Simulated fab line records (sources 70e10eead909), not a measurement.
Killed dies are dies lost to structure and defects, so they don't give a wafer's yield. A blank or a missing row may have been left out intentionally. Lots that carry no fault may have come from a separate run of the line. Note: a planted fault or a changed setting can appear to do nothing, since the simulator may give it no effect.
fab line records	flow nandHarc
record lots=13	wafers=39	lastDay=33
route steps=1302 shown THIN_TSV@1267 END@1302
lots with no fault: from the same line, run without faults
startH: hours from the record's opening day to when the first of the lot's shown wafers began	waitH: hours since the lot's step before	" same as the row above	L1.1+2: several wafers, shown together as one row	- no value present, or no start provided	* or withheld: withheld	< > ~ a bound
route shown NAME@n: names a module that has steps shown in the file, with the first one's number in the route	usual: mean/standard deviation of fault-free wafers	same: alike in all rows	chamber/n: place in a boat	sites: readings site by site	_std_site: their standard deviation	_edge_site: outer sites' mean less inner sites'	radiusMm: how far each site lies from the wafer's centre	mask NAME#n: copy n	behind: the last tool/chamber to shape the wafer	hold: the reason the lot was held/the length of the hold in hours/how it ended	device: transistor that didn't switch, given as n, p or np	end of line: the tests these same wafers got at the end of their route	for a step that has no rows: nothing shown but its recipe	killed: the dies lost at the first sort to structure and to defects; this is not the yield of the wafer	map: dies across one wafer; x = killed, . = not, _ = none there
set.NAME: the run value of the setting; set.NAME@STEP: its run value at that earlier step	model.NAME: the simulator's own value behind a step, which no gauge read
route steps across a sampled set of lots; one table per step, one row per wafer
services: when a tool's chamber went out of use (startH, in hours from the record's first day, below 0 if earlier), for how many hours, and the reason
## steps
# step NHARC_THIN_TSV_DEP_47
# recipe targetThkA=2000	tempC=withheld	pressureTorr=6.5	rfW=900	teosFlowSccm=161.4	flowSccm=2650	targetThkNm=200	gas=O2	material=SiO2
# usual chamberPressureTorr=6.498/0.013	throttleValvePct=16.3/0.61
lot.wafer	tool	chamber	startH	waitH	chamberPressureTorr	throttleValvePct
L431.2	pecvd-01	1	548.24	-	6.514	15.6
L431.4	"	2	"	"	6.496	16.3
L431.5	"	1	"	"	6.518	15.2
L432.1	pecvd-04	1	579.67	-	6.509	16.2
L432.5	"	0	"	"	6.475	15.6
L432.4	"	1	"	"	6.515	16.2
L433.3	pecvd-04	2	591.95	-	6.513	16.2
L433.5	"	1	"	"	6.509	16.5
L433.6	"	0	"	"	6.495	15.4
L435.1	pecvd-04	1	598.94	-	6.498	16.4
L435.6	"	1	"	"	6.468	16.3
L435.5	"	2	"	"	6.506	16.5
L440.1	pecvd-04	1	686.00	-	6.497	16.4
L440.4	"	2	"	"	6.500	16.6
L440.6	"	1	"	"	6.502	16.0
L443.2	pecvd-04	0	687.11	-	6.484	15.3
L443.3	"	2	"	"	6.481	16.6
L443.6	"	1	"	"	6.516	16.6
L442.2	pecvd-01	1	688.53	-	6.488	14.8
L442.6	"	2	"	"	6.487	16.6
L442.5	"	1	"	"	6.516	15.3
L447.3	pecvd-04	0	700.69	-	6.474	15.5
L447.6	"	0	"	"	6.463	15.5
L447.4	"	2	"	"	6.497	17.0
L444.2	pecvd-02	2	713.21	-	6.493	17.2
L444.1	"	0	"	"	6.500	16.4
L444.4	"	1	"	"	6.485	16.7
L445.4	pecvd-01	1	725.39	-	6.489	14.9
L445.3	"	2	"	"	6.495	16.4
L445.6	"	1	"	"	6.495	15.0
L449.5	pecvd-04	1	748.77	-	6.507	16.3
L449.4	"	2	"	"	6.496	17.0
L449.6	"	0	"	"	6.502	15.8
L450.2	pecvd-02	0	757.33	-	6.481	16.2
L450.3	"	1	"	"	6.521	16.9
L450.4	"	0	"	"	6.508	16.3
L453.2	pecvd-04	0	785.45	-	6.508	15.7
L453.6	"	0	"	"	6.496	15.9
L453.4	"	1	"	"	6.480	16.5
# step NHARC_THIN_TSV_ETCHBACK_48
# recipe targetDepthA=10285	overEtchFrac=0.3	timeS=405.17	ionEnergyEv=250	c4f8FlowSccm=withheld	arFlowSccm=withheld	rfW=600	biasW=300	chemistry=C4F8/Ar
# usual biasW=300.1/0.84	chamberPressureMTorr=24.998/0.022	oesProductAu=0.945/0.029	rfVppV=547/3.2
lot.wafer	tool	chamber	startH	waitH	biasW	chamberPressureMTorr	oesProductAu	rfHoursCounterH	rfVppV
L431.4	rieDiel-12	1	548.71	0.3	301.1	25.030	0.961	5.4	546
L431.2	"	2	"	"	299.3	25.008	0.972	5.2	549
L431.5	"	2	"	"	300.8	24.997	0.966	-	547
L432.1	rieDiel-02	1	580.02	-	299.5	24.992	0.987	0.1	546
L432.4	"	3	"	"	299.3	24.974	1.013	0.1	552
L432.5	"	1	"	"	299.9	25.024	1.001	-	546
L433.3	rieDiel-04	3	592.42	-	-	-	-	-	-
L433.6	"	0	"	"	-	-	-	-	-
L433.5	"	1	"	"	-	-	-	-	-
L435.1	rieDiel-12	3	599.34	-	-	-	-	-	-
L435.5	"	3	"	"	-	-	-	-	-
L435.6	"	0	"	"	-	-	-	-	-
L440.4	rieDiel-12	1	686.31	-	299.8	25.038	0.912	3.0	545
L440.1	"	0	"	"	299.1	24.976	0.918	3.0	549
L440.6	"	2	"	"	299.9	25.020	0.929	-	548
L443.3	rieDiel-02	0	687.51	-	299.1	25.039	0.943	5.5	548
L443.2	"	3	"	"	299.2	25.025	0.928	4.7	552
L443.6	"	1	"	"	300.4	25.016	0.961	-	546
L442.2	rieDiel-12	2	689.11	0.5	299.6	25.001	0.927	2.9	549
L442.5	"	3	"	"	301.7	25.009	0.915	-	542
L442.6	"	0	"	"	300.0	25.005	0.928	-	552
L447.3	rieDiel-04	0	701.10	-	300.1	24.969	0.927	6.2	547
L447.4	"	1	"	"	299.5	24.984	0.924	6.7	554
L447.6	"	0	"	"	299.4	25.009	0.926	-	547
L444.2	rieDiel-12	0	713.57	-	300.2	24.980	0.964	4.6	549
L444.4	"	2	"	"	300.2	24.970	0.960	5.0	547
L444.1	"	3	"	"	300.0	25.019	0.961	4.6	542
L445.3	rieDiel-02	0	725.79	0.3	300.1	25.000	0.901	7.3	550
L445.4	"	3	"	"	300.3	25.018	0.937	6.4	552
L445.6	"	1	"	"	300.0	25.005	0.930	-	545
L449.4	rieDiel-12	2	749.04	-	300.2	25.028	0.929	7.7	547
L449.5	"	2	"	"	298.7	25.024	0.925	-	548
L449.6	"	3	"	"	300.7	24.939	0.912	-	540
L450.4	rieDiel-12	2	757.68	-	299.7	24.990	0.931	8.3	549
L450.2	"	0	"	"	299.0	24.988	0.932	8.5	550
L450.3	"	1	"	"	299.2	24.983	0.925	8.9	546
L453.2	rieDiel-12	0	785.80	-	302.0	24.996	0.927	9.4	549
L453.4	"	1	"	"	301.6	25.015	0.934	9.9	546
L453.6	"	0	"	"	300.9	24.996	0.925	-	551
# step NHARC_THIN_TSV_ANNEAL_52
# recipe tempC=225	timeS=90
# usual wafer_temp_C_max=226.17/0.29
# same timeS=90
lot.wafer	tool	chamber	startH	waitH	wafer_temp_C_max
L431.2	rtpAnneal-02	0	550.47	0.7	226.66
L431.4	"	0	"	"	226.15
L431.5	"	0	"	"	226.32
L432.1	rtpAnneal-02	0	581.70	0.5	225.99
L432.4	"	0	"	"	226.56
L432.5	"	0	"	"	226.24
L433.3	rtpAnneal-01	0	594.12	0.4	226.19
L433.5	"	0	"	"	225.73
L433.6	"	0	"	"	225.67
L435.1	rtpAnneal-02	0	601.18	0.6	226.08
L435.5	"	0	"	"	226.48
L435.6	"	0	"	"	225.98
L440.1	rtpAnneal-02	0	688.03	0.5	226.17
L440.4	"	0	"	"	225.80
L440.6	"	0	"	"	226.48
L443.2	rtpAnneal-02	0	689.29	0.7	226.49
L443.3	"	0	"	"	226.02
L443.6	"	0	"	"	226.03
L442.2	rtpAnneal-02	0	690.77	0.7	226.03
L442.5	"	0	"	"	226.02
L442.6	"	0	"	"	225.85
L447.3	rtpAnneal-01	0	703.35	0.5	226.05
L447.4	"	0	"	"	226.27
L447.6	"	0	"	"	226.49
L444.1	rtpAnneal-02	0	715.31	0.5	226.03
L444.2	"	0	"	"	225.71
L444.4	"	0	"	"	226.19
L445.3	rtpAnneal-02	0	727.61	0.4	226.71
L445.4	"	0	"	"	226.18
L445.6	"	0	"	"	226.50
L449.4	rtpAnneal-01	0	750.91	0.5	226.00
L449.5	"	0	"	"	225.99
L449.6	"	0	"	"	226.00
L450.2	rtpAnneal-02	0	759.44	0.7	225.82
L450.3	"	0	"	"	226.24
L450.4	"	0	"	"	226.01
L453.2	rtpAnneal-01	0	787.57	0.7	226.27
L453.4	"	0	"	"	226.10
L453.6	"	0	"	"	226.12
# step NHARC_THIN_TSV_PRE_CLEAN_54
# recipe timeS=30	tempC=280	gas=H2/He
# usual heaterPowerW=414/54
# same timeS=30
lot.wafer	tool	chamber	startH	waitH	heaterPowerW
L431.2	pvdSputter-03	-	551.30	0.1	403
L431.4	"	-	"	"	476
L431.5	"	-	"	"	462
L432.1	pvdSputter-03	-	582.58	0.1	413
L432.4	"	-	"	"	481
L432.5	"	-	"	"	459
L433.3	pvdSputter-03	-	594.93	0.1	399
L433.6	"	-	"	"	391
L433.5	"	-	"	"	459
L435.1	pvdSputter-01	-	602.09	0.1	505
L435.5	"	-	"	"	500
L435.6	"	-	"	"	350
L440.4	pvdSputter-02	-	688.93	0.1	415
L440.1	"	-	"	"	406
L440.6	"	-	"	"	457
L443.3	pvdSputter-01	-	690.12	0.0	347
L443.2	"	-	"	"	358
L443.6	"	-	"	"	499
L442.2	pvdSputter-02	-	691.63	0.1	454
L442.5	"	-	"	"	394
L442.6	"	-	"	"	324
L447.4	pvdSputter-01	-	704.20	0.1	494
L447.3	"	-	"	"	354
L447.6	"	-	"	"	499
L444.2	pvdSputter-03	-	716.19	0.1	478
L444.4	"	-	"	"	416
L444.1	"	-	"	"	472
L445.4	pvdSputter-03	-	728.39	0.1	474
L445.3	"	-	"	"	489
L445.6	"	-	"	"	420
L449.4	pvdSputter-03	-	751.63	0.0	413
L449.5	"	-	"	"	431
L449.6	"	-	"	"	497
L450.3	pvdSputter-03	-	760.29	0.1	417
L450.4	"	-	"	"	472
L450.2	"	-	"	"	415
L453.2	pvdSputter-01	-	788.42	0.1	318
L453.4	"	-	"	"	532
L453.6	"	-	"	"	390
# step NHARC_END_SORT_01
# recipe tempC=25
# usual defectLimitedYield=91.0/2.8	killedAtArray=56/18	killedAtOther=1.4/1.5	killedAtPeriphery=4/3.1	killedDies=61/19	killedOpen=3.5/1.8	killedShort=2.4/1.4
# same grossDies=677
lot.wafer	tool	chamber	startH	waitH	defectLimitedYield[%]	killedAtArray	killedAtOther	killedAtPeriphery	killedDies	killedOpen	killedShort
L432.1	prober-01	0	592.95	2.5	90.0	60	2	6	68	3	1
L432.4	prober-01	0	595.32	3.4	90.8	54	3	5	62	7	1
L432.5	prober-01	0	596.12	3.7	90.7	54	1	8	63	3	2
L433.3	prober-01	0	608.47	3.1	0	50	625	2	677	1	3
L433.5	prober-01	0	610.05	3.7	0	43	633	1	677	0	0
L433.6	prober-01	0	610.83	3.9	0	58	618	1	677	4	1
L435.1	prober-02	0	612.33	2.5	0	61	615	1	677	2	2
L435.5	prober-02	0	615.51	3.7	0	67	609	1	677	5	0
L435.6	prober-02	0	616.31	4.0	0	51	625	1	677	1	4
L444.1	prober-02	0	729.28	2.5	91.9	50	1	4	55	2	2
L444.2	prober-02	0	730.06	2.8	91.7	52	1	3	56	6	6
L444.4	prober-02	0	731.63	3.3	91.9	48	4	3	55	4	1
L445.3	prober-01	0	740.17	3.1	92.0	50	0	4	54	4	5
L445.4	prober-01	0	740.98	3.4	92.5	46	1	4	51	3	2
L445.6	prober-01	0	742.58	4.0	91.3	53	0	6	59	5	2
L450.3	prober-01	0	771.97	3.1	85.5	93	4	1	98	3	5
L453.2	prober-02	0	799.47	2.8	94.2	39	0	0	39	4	6
# killed by level:class
L432.1 A_CHANNEL_HOLE_D2:chamberFilmFlake=42 P_M2:chamberFilmFlake=5 A_CONTACT:chamberFilmFlake=4 A_SGD_CUT:chamberFilmFlake=3 A_M0:geometricParticle:open=2 A_CHANNEL_HOLE_D1:chamberFilmFlake=2 A_WL_FILL:chamberFilmFlake=2 A_STAIRCASE:chamberFilmFlake=2
L432.4 A_CHANNEL_HOLE_D2:chamberFilmFlake=35 A_CONTACT:chamberFilmFlake=4 A_ONON_D2:geometricParticle:open=3 A_BONDPAD:chamberFilmFlake=3 THIN_TSV:chamberFilmFlake=3 P_CONTACT:geometricParticle:open=2 A_M0:geometricParticle:open=2 P_STI:chamberFilmFlake=2
L432.5 A_CHANNEL_HOLE_D2:chamberFilmFlake=30 P_M2:chamberFilmFlake=6 A_CHANNEL_HOLE_D1:chamberFilmFlake=6 A_CONTACT:chamberFilmFlake=4 A_WL_FILL:chamberFilmFlake=3 A_DECK1_JOINT:chamberFilmFlake=2 A_SGD_CUT:chamberFilmFlake=2 P_CONTACT:geometricParticle:short=1
L433.3 THIN_TSV:areaEtchback=625 A_SLIT:chamberFilmFlake=28 A_CHANNEL_HOLE_D2:chamberFilmFlake=4 A_CONTACT:chamberFilmFlake=4 A_STAIRCASE:chamberFilmFlake=3 P_STI:chamberFilmFlake=2 A_CHANNEL_HOLE_D1:chamberFilmFlake=2 A_CHANNEL_FILL_D2:chamberFilmFlake=2
L433.5 THIN_TSV:areaEtchback=632 A_SLIT:chamberFilmFlake=17 A_CHANNEL_HOLE_D2:chamberFilmFlake=12 A_CONTACT:chamberFilmFlake=8 A_CHANNEL_HOLE_D1:chamberFilmFlake=2 A_STAIRCASE:chamberFilmFlake=2 P_ZERO_WELL:chamberFilmFlake=1 A_WL_FILL:chamberFilmFlake=1
L433.6 THIN_TSV:areaEtchback=617 A_SLIT:chamberFilmFlake=32 A_CONTACT:chamberFilmFlake=7 A_CHANNEL_HOLE_D2:chamberFilmFlake=4 A_STAIRCASE:chamberFilmFlake=4 A_CHANNEL_HOLE_D1:chamberFilmFlake=3 A_CHANNEL_FILL_D2:chamberFilmFlake=3 A_ONON_D2:geometricParticle:open=1
L435.1 THIN_TSV:areaEtchback=614 A_CHANNEL_HOLE_D2:chamberFilmFlake=34 A_CHANNEL_HOLE_D1:chamberFilmFlake=6 A_CONTACT:chamberFilmFlake=6 A_STAIRCASE:chamberFilmFlake=4 A_DECK1_JOINT:chamberFilmFlake=3 A_CHANNEL_FILL_D2:chamberFilmFlake=3 P_GATE:geometricParticle:short=1
L435.5 THIN_TSV:areaEtchback=608 A_CHANNEL_HOLE_D2:chamberFilmFlake=47 A_CHANNEL_HOLE_D1:chamberFilmFlake=5 A_M1:chamberFilmFlake=3 A_CHANNEL_FILL_D2:geometricParticle:open=2 A_CHANNEL_FILL_D2:chamberFilmFlake=2 A_STAIRCASE:chamberFilmFlake=2 A_CONTACT:chamberFilmFlake=2
L435.6 THIN_TSV:areaEtchback=624 A_CHANNEL_HOLE_D2:chamberFilmFlake=31 A_STAIRCASE:chamberFilmFlake=4 A_CHANNEL_HOLE_D1:chamberFilmFlake=3 A_CONTACT:chamberFilmFlake=3 A_CHANNEL_FILL_D2:chamberFilmFlake=2 P_M1:geometricParticle:open=1 A_ONON_D1:geometricParticle:short=1
L444.1 A_CHANNEL_HOLE_D2:chamberFilmFlake=21 A_SLIT:chamberFilmFlake=11 A_CHANNEL_HOLE_D1:chamberFilmFlake=8 P_GATE:chamberFilmFlake=3 A_STAIRCASE:chamberFilmFlake=2 A_ONON_D1:geometricParticle:open=1 A_ONON_D2:geometricParticle:short=1 A_WL_FILL:geometricParticle:short=1
L444.2 A_CHANNEL_HOLE_D2:chamberFilmFlake=15 A_CHANNEL_HOLE_D1:chamberFilmFlake=11 A_SLIT:chamberFilmFlake=10 A_BLC:chamberFilmFlake=4 A_WL_FILL:geometricParticle:short=3 A_ONON_D2:geometricParticle:open=2 P_CONTACT:geometricParticle:short=1 A_ONON_D1:geometricParticle:short=1
L444.4 A_CHANNEL_HOLE_D2:chamberFilmFlake=17 A_CHANNEL_HOLE_D1:chamberFilmFlake=10 A_SLIT:chamberFilmFlake=5 A_CONTACT:chamberFilmFlake=5 A_STAIRCASE:chamberFilmFlake=3 THIN_TSV:chamberFilmFlake=3 A_BLC:chamberFilmFlake=2 P_STI:geometricParticle:short=1
L445.3 A_CHANNEL_HOLE_D1:chamberFilmFlake=31 A_CONTACT:chamberFilmFlake=5 A_BLC:geometricParticle:open=2 P_GATE:chamberFilmFlake=2 A_STAIRCASE:chamberFilmFlake=2 A_SLIT:chamberFilmFlake=2 A_WL_FILL:chamberFilmFlake=2 P_ZERO_WELL:geometricParticle:short=1
L445.4 A_CHANNEL_HOLE_D1:chamberFilmFlake=29 P_ZERO_WELL:chamberFilmFlake=4 A_SLIT:chamberFilmFlake=3 A_ZERO_WELL:chamberFilmFlake=2 A_STAIRCASE:chamberFilmFlake=2 A_WL_FILL:chamberFilmFlake=2 A_CONTACT:chamberFilmFlake=2 A_SOURCE_PLATE:geometricParticle:short=1
L445.6 A_CHANNEL_HOLE_D1:chamberFilmFlake=35 A_SLIT:chamberFilmFlake=4 A_WL_FILL:chamberFilmFlake=4 P_GATE:chamberFilmFlake=3 A_CONTACT:chamberFilmFlake=3 A_BLC:geometricParticle:open=2 A_ZERO_WELL:chamberFilmFlake=2 P_CONTACT:geometricParticle:open=1
L450.3 A_SLIT:chamberFilmFlake=36 A_CHANNEL_HOLE_D2:chamberFilmFlake=24 A_CHANNEL_HOLE_D1:chamberFilmFlake=11 A_CONTACT:chamberFilmFlake=10 THIN_TSV:chamberFilmFlake=4 A_CHANNEL_FILL_D1:geometricParticle:short=2 A_STAIRCASE:chamberFilmFlake=2 P_GATE:geometricParticle:short=1
L453.2 A_SLIT:chamberFilmFlake=10 A_CONTACT:chamberFilmFlake=9 A_CHANNEL_FILL_D2:chamberFilmFlake=4 A_ONON_D2:geometricParticle:open=2 A_CHANNEL_HOLE_D2:chamberFilmFlake=2 A_STAIRCASE:chamberFilmFlake=2 A_M0:chamberFilmFlake=2 A_ONON_D1:geometricParticle:short=1
## services
tool	chamber	startH	hours	kind
pvdSputter-03	-	526.00	10.0	pm
pecvd-01	0	530.25	177.2	repair
rieDiel-04	-	531.90	9.0	pm
rieDiel-02	-	570.70	9.0	pm
pvdSputter-01	-	582.47	10.0	pm
rieDiel-12	1	607.24	4.2	repair
pecvd-01	-	613.27	0.8	repair
rieDiel-12	2	615.66	2.2	repair
pvdSputter-01	-	620.81	5.6	repair
rieDiel-12	-	622.40	9.0	pm
pecvd-04	-	631.14	13.0	pm
pecvd-01	-	673.46	13.0	pm
rieDiel-12	2	674.00	2.5	repair
rieDiel-02	1	675.58	3.3	repair
rieDiel-02	3	680.60	6.8	repair
pvdSputter-03	-	704.07	10.0	pm
pecvd-04	-	704.21	0.9	repair
pecvd-01	0	712.90	14.4	repair
pecvd-04	-	722.88	2.3	repair
rtpAnneal-02	-	744.00	12.0	pm
rieDiel-02	-	747.70	9.0	pm
pvdSputter-01	-	752.76	1.7	repair
pvdSputter-01	-	760.47	10.0	pm
rieDiel-12	1	767.01	2.5	repair
## key
firstSign step=NHARC_THIN_TSV_ETCHBACK_48	reading=toolRecord	direction=missing
effect step=NHARC_END_SORT_01	reading=killedAtOther	direction=up	sigmas=99+	usual=1.4	struck=620.8
moreKillsBornAt NHARC_THIN_TSV_ETCHBACK_48@rieDiel-04=1874	NHARC_THIN_TSV_ETCHBACK_48@rieDiel-12=1846
metAt NHARC_THIN_TSV_ETCHBACK_48
struckLots L433,L435
laterRowsLeftOut L433.3,L433.5,L433.6,L435.1,L435.5,L435.6
notActingAt NHARC_THIN_TSV_DEP_47,NHARC_THIN_TSV_ANNEAL_52,NHARC_THIN_TSV_PRE_CLEAN_54
onsetBetween 548.71 592.42
fault kind=skippedStepWhole	tool=rieDiel-04,rieDiel-12	chamber=-	onsetH=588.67	steps=NHARC_THIN_TSV_ETCHBACK_48	scope=struckLotsOnly
# laterRowsLeftOut: the simulator's readings of these wafers behind a module that went badly wrong aren't trusted and aren't shown, but for the sort
